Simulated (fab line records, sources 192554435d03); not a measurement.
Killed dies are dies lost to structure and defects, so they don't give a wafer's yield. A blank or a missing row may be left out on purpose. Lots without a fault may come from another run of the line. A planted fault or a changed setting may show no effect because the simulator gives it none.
Chamber matching | flow n5_finfet | N5_BEOL_M0_SAQP_ETCH_106 on rie_diel-02: 4 sister chambers
The step etches SOC in N2/H2, stops on SiNx, target depth 150 nm. 20 wafers are shown with their chamber, then 10 later ones without.

WAFERS WITH THEIR CHAMBER
wafer  | chamber | drypump_motor_current_A (A) | throttle_valve_pct (%) | showerhead_plenum_p_Torr (Torr)
L074.2 | 1       | 5.7                         | 17.65                  | 2.72
L074.4 | 2       | 6.5                         | 18.11                  | 2.48
L074.5 | 3       | 5.9                         | 17.19                  | 2.69
L076.1 | 1       | 5.6                         | 17.67                  | 2.72
L076.2 | 0       | 5.1                         | 17.96                  | 2.66
L076.3 | 2       | 6.5                         | 18.11                  | 2.48
L078.2 | 0       | 5.1                         | 17.97                  | 2.66
L078.3 | 2       | 6.5                         | 18.13                  | 2.47
L078.5 | 2       | 6.5                         | 18.12                  | 2.47
L081.2 | 2       | 6.5                         | 18.14                  | 2.47
L081.3 | 0       | 5.1                         | 17.98                  | 2.66
L081.4 | 3       | 5.9                         | 17.22                  | 2.68
L087.2 | 2       | 6.5                         | 18.17                  | 2.47
L087.5 | 2       | 6.5                         | 18.15                  | 2.47
L087.6 | 1       | 5.6                         | 17.69                  | 2.71
L088.1 | 1       | 5.6                         | 17.70                  | 2.71
L088.2 | 0       | 5.1                         | 17.99                  | 2.65
L088.6 | 2       | 6.5                         | 18.17                  | 2.47
L089.1 | 3       | 5.8                         | 17.24                  | 2.67
L089.3 | 2       | 6.5                         | 18.16                  | 2.46

SIGNATURES (means of the wafers above)
reading                  | chamber 0 | chamber 1 | chamber 2 | chamber 3 | scatter within a chamber
drypump_motor_current_A  | 5.100     | 5.625     | 6.500     | 5.867     | 0.0298
throttle_valve_pct       | 17.9750   | 17.6775   | 18.1400   | 17.2167   | 0.0221
showerhead_plenum_p_Torr | 2.6575    | 2.7150    | 2.4711    | 2.6800    | 0.00644
Rule: a wafer's distance from a chamber is the root of the sum, over the readings, of the square of ((its reading less the chamber's mean) divided by the reading's scatter). The wafer belongs to the nearest chamber; if the next one is less than 2 further off, it can't be placed. The scatter: the root of (the sum of the squares of (reading less its chamber's mean) over the shown wafers, divided by (wafers less chambers)).

WAFERS WITHOUT THEIR CHAMBER
wafer  | drypump_motor_current_A (A) | throttle_valve_pct (%) | showerhead_plenum_p_Torr (Torr)
L089.5 | 6.5                         | 18.16                  | 2.46
L091.1 | 5.9                         | 17.27                  | 2.67
L091.3 | 5.6                         | 17.69                  | 2.71
L091.5 | 6.5                         | 18.18                  | 2.46
L093.1 | 5.7                         | 17.71                  | 2.71
L093.3 | 5.1                         | 17.99                  | 2.65
L093.4 | 5.9                         | 17.25                  | 2.67
L097.2 | 5.6                         | 17.72                  | 2.70
L097.3 | 5.1                         | 18.03                  | 2.64
L097.6 | 5.1                         | 18.02                  | 2.64

WHICH CHAMBER EACH WENT THROUGH
wafer  | from the rows above | in truth
L089.5 | 2                   | 2
L091.1 | 3                   | 3
L091.3 | 1                   | 1
L091.5 | 2                   | 2
L093.1 | 1                   | 1
L093.3 | 0                   | 0
L093.4 | 3                   | 3
L097.2 | 1                   | 1
L097.3 | 0                   | 0
L097.6 | 0                   | 0
Placed correctly: 10 of 10. Can't be placed from these rows: 0. Placed wrongly: 0.
